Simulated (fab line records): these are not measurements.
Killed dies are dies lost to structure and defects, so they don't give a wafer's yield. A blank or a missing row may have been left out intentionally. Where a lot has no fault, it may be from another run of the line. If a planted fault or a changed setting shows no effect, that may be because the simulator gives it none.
Chamber matching / flow n5_finfet / 4 sister chambers for N5_FIN_SAQP_SPACER1_ETCHBACK_25 on rie_diel-04
The step etches SiO2 in CHF3/O2, target depth 24.4 nm, time 12.2 s. 4 wafers are shown with their chamber, then 9 later ones without.

EACH WAFER AND ITS CHAMBER
wafer=L082.1; chamber=0; drypump_motor_current_A (A)=5.5
wafer=L082.6; chamber=3; drypump_motor_current_A (A)=5.3
wafer=L083.4; chamber=1; drypump_motor_current_A (A)=4.9
wafer=L083.5; chamber=2; drypump_motor_current_A (A)=6.2

WAFERS WITHOUT THEIR CHAMBER
wafer=L083.6; drypump_motor_current_A (A)=4.9
wafer=L085.1; drypump_motor_current_A (A)=4.9
wafer=L085.4; drypump_motor_current_A (A)=5.3
wafer=L085.5; drypump_motor_current_A (A)=6.1
wafer=L093.1; drypump_motor_current_A (A)=4.9
wafer=L093.2; drypump_motor_current_A (A)=6.2
wafer=L093.3; drypump_motor_current_A (A)=5.3
wafer=L095.3; drypump_motor_current_A (A)=6.1
wafer=L095.4; drypump_motor_current_A (A)=4.9

WHICH CHAMBER EACH ONE RAN IN
wafer=L083.6; from the rows above=1; in truth=1
wafer=L085.1; from the rows above=1; in truth=1
wafer=L085.4; from the rows above=3; in truth=3
wafer=L085.5; from the rows above=2; in truth=2
wafer=L093.1; from the rows above=1; in truth=1
wafer=L093.2; from the rows above=2; in truth=2
wafer=L093.3; from the rows above=3; in truth=3
wafer=L095.3; from the rows above=2; in truth=2
wafer=L095.4; from the rows above=1; in truth=1
Correct placement for 9 of the 9. Not placeable from these rows: 0. Wrongly placed: 0.
How it was worked out, from the rows above alone: a wafer's distance from a chamber is the root of the sum, over the readings, of the square of ((its reading less the chamber's mean) divided by the reading's scatter). The wafer belongs to the nearest chamber; if the next one is less than 2 further off, it can't be placed. The mean given for a chamber averages the wafers shown for that chamber. The scatter: root of mean squared gap, hidden wafer to nearest shown wafer, with one shown wafer a chamber.
